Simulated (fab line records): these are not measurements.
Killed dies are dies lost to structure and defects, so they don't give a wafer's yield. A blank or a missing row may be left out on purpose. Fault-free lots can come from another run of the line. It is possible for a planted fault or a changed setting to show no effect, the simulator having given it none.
Struck lot and sound lot, side by side | flow nandHarc | 42 steps out of a route of 1159
Sound: these wafers, L991.4, L991.5, L991.6. Struck: wafer L106.2 (L106.1, L106.4, from the same lot, were not struck and are left out); the cause is given at the end.
For every step that has rows: the tool of each side, followed by ch and its chambers, followed by its first start. Under that, the readings that differ: sound wafers | struck wafers | difference of the means | sigmas: that difference in standard deviations of wafers without a fault.
alike: a reading whose means differ by less than 2 such deviations, as well as words and numbers matching on both sides. not compared: withheld readings; readings where some wafer has no value; bounds like >300 that might hide an equal value; numbers whose values overlap and for which the record gives no deviation.
The two part at a step that has a row with sigmas, a row that says differs or no value, or rows on one side only. Non-overlapping numbers with no deviation appear without sigmas and do not part them. Lack of a reading on every wafer of one side parts them only where that side has two or more wafers.

NHARC_A_CONTACT_CD_MEAS_69: the cd target is 200 nm.
  sound on cdSem-03 ch 0, day 16 17:01; struck on cdSem-03 ch 0, day 20 06:46
  alike: cdNm
NHARC_A_CONTACT_OVL_MEAS_70:
  sound on overlay-02, day 16 17:06; struck on overlay-02, day 20 06:52
  alike: overlayXNm, overlayYNm
NHARC_A_CONTACT_INSPECT_71:
  sound on defectInspect-02, day 16 17:08; struck on defectInspect-01, day 20 06:54
  alike: rawDefectCount
then, 6 steps without rows for these wafers: NHARC_A_CONTACT_DESCUM_74 (chemistry O2, time 3 s); NHARC_A_CONTACT_ETCH_75 (etches the open film in CF4, target depth 39 nm, time 65 s); NHARC_A_CONTACT_ETCH_76 (etches the open film in N2/H2, target depth 260 nm, time 475.3 s); NHARC_A_CONTACT_ETCH_77 (etches the open film in CF4/CHF3, target depth 72.6 nm, time 36.3 s); NHARC_A_CONTACT_ETCH_78 (etches the open film in O2/COS, target depth 2800 nm, time 728 s); NHARC_A_CONTACT_ETCH_124 (etches the open film in C4F8/O2/Ar, time 140 s, target depth 700 nm).
NHARC_A_CONTACT_ETCH_125: etches the open film in C4F8/O2/Ar, time 155 s, target depth 956 nm.
  sound on harCapEtch-01 ch 0,1, day 16 18:48; struck on harCapEtch-03 ch 0, day 20 08:17
reading             | sound | struck | difference                   | sigmas
rfHoursCounterH (h) | - - - | 99     | no value on the sound wafers | 
  alike: oesAirLineAu
then, 1 step without rows for these wafers: NHARC_A_CONTACT_ETCH_126 (etches the open film in C4F8/O2/Ar, time 155 s, target depth 956 nm).
NHARC_A_CONTACT_ETCH_127: etches the open film in C4F8/O2/Ar, time 155 s, target depth 956 nm.
  sound on harCapEtch-01 ch 0,1, day 16 19:05; struck on harCapEtch-03 ch 0, day 20 08:34
reading             | sound | struck | difference                   | sigmas
rfHoursCounterH (h) | - - - | 99     | no value on the sound wafers | 
  alike: oesAirLineAu
NHARC_A_CONTACT_ETCH_128: etches the open film in C4F8/O2/Ar, time 155 s, target depth 956 nm.
  sound on harCapEtch-01 ch 0,1, day 16 19:13; struck on harCapEtch-03 ch 0, day 20 08:43
reading             | sound | struck | difference                   | sigmas
rfHoursCounterH (h) | - - - | 99     | no value on the sound wafers | 
  alike: oesAirLineAu
then, 1 step without rows for these wafers: NHARC_A_CONTACT_ETCH_129 (etches the open film in C4F8/O2/Ar, time 155 s, target depth 956 nm).
NHARC_A_CONTACT_ETCH_130: etches the open film in C4F8/O2/Ar, time 155 s, target depth 956 nm.
  sound on harCapEtch-01 ch 0,1, day 16 19:30; struck on harCapEtch-03 ch 0, day 20 08:59
reading             | sound | struck | difference                   | sigmas
rfHoursCounterH (h) | - - - | 99     | no value on the sound wafers | 
  alike: oesAirLineAu
then, 1 step without rows for these wafers: NHARC_A_CONTACT_ETCH_131 (etches the open film in C4F8/O2/Ar, time 155 s, target depth 956 nm).
NHARC_A_CONTACT_ETCH_132: etches the open film in C4F8/O2/Ar, time 156 s, target depth 958 nm.
  sound on harCapEtch-01 ch 0,1, day 16 19:47; struck on harCapEtch-03 ch 0, day 20 09:17
reading             | sound | struck | difference                   | sigmas
rfHoursCounterH (h) | - - - | 100    | no value on the sound wafers | 
  alike: oesAirLineAu
NHARC_A_CONTACT_ETCH_133: etches the open film in C4F8/O2/Ar, time 195 s, target depth 840 nm.
  sound on harCapEtch-01 ch 0,1, day 16 20:00; struck on harCapEtch-03 ch 0, day 20 09:25
reading             | sound | struck | difference                   | sigmas
rfHoursCounterH (h) | - - - | 100    | no value on the sound wafers | 
  alike: oesAirLineAu
then, 2 steps without rows for these wafers: NHARC_A_CONTACT_ETCH_91 (etches the open film in CH3F/O2, target depth 40 nm, time 85.7 s); NHARC_A_CONTACT_ETCH_97 (etches the open film in C4F6/O2, target depth 20 nm, time 10 s).
NHARC_A_CONTACT_CD_MEAS_80:
  sound on cdSem-02, day 16 20:40; struck on cdSem-03, day 20 10:14
reading   | sound             | struck | difference | sigmas
cdNm (nm) | 190.6 190.1 191.0 | 188.3  | -2.3       | -3
then, 18 steps without rows for these wafers: NHARC_A_CONTACT_STRIP_103 (strips in N2/H2); NHARC_A_CONTACT_STRIP_104 (strips in CF4/CHF3); NHARC_A_CONTACT_STRIP_105 (strips in O2/COS); NHARC_A_CONTACT_ETCH_106 (etches the open film in CF4/O2, target depth 60 nm, overetch 6 nm, time 33 s); NHARC_A_CONTACT_STRIP_82 (strips in O2); NHARC_A_CONTACT_STRIP_83 (strips in post etch residue remover, time 600 s); NHARC_A_CONTACT_DEP_84 (deposits aC, target thk 2000 nm); NHARC_A_CONTACT_DEP_85 (deposits SiON, target thk 50 nm); NHARC_A_CONTACT_DEHYDRATE_00 (time 120 s); NHARC_A_CONTACT_HMDS_01 (time 30 s); NHARC_A_CONTACT_COAT_86 (time 75 s); NHARC_A_CONTACT_COAT_87 (time 65 s); NHARC_A_CONTACT_COAT_02 (resist thk 90 nm); NHARC_A_CONTACT_SOFTBAKE_03 (time 55 s); NHARC_A_CONTACT_EBR_04; NHARC_A_CONTACT_EXPOSE_05 (exposes mask A CC); NHARC_A_CONTACT_PEB_06 (peb time 65 s); NHARC_A_CONTACT_DEVELOP_07 (develop time 35 s).
NHARC_A_CONTACT_CD_MEAS_08: the cd target is 100 nm.
  sound on cdSem-02 ch 0, day 17 00:08; struck on cdSem-02 ch 0, day 20 13:23
  alike: cdNm
NHARC_A_CONTACT_OVL_MEAS_09:
  sound on overlay-01, day 17 00:14; struck on overlay-01, day 20 13:29
  alike: overlayXNm, overlayYNm
-- the record jumps here: 3 days lie between the struck wafers' starts before and after (it left off in module A_CONTACT and takes up again in module END, whose first step shown is number 1159 of the route) --
NHARC_END_SORT_01:
  the record has rows for the struck wafers here (prober-01 ch 0, day 23 02:19) and none for the sound ones

WHERE THEY PART
First at NHARC_A_CONTACT_ETCH_125; last, within this record, at NHARC_END_SORT_01.

WHY: what the simulator had put in
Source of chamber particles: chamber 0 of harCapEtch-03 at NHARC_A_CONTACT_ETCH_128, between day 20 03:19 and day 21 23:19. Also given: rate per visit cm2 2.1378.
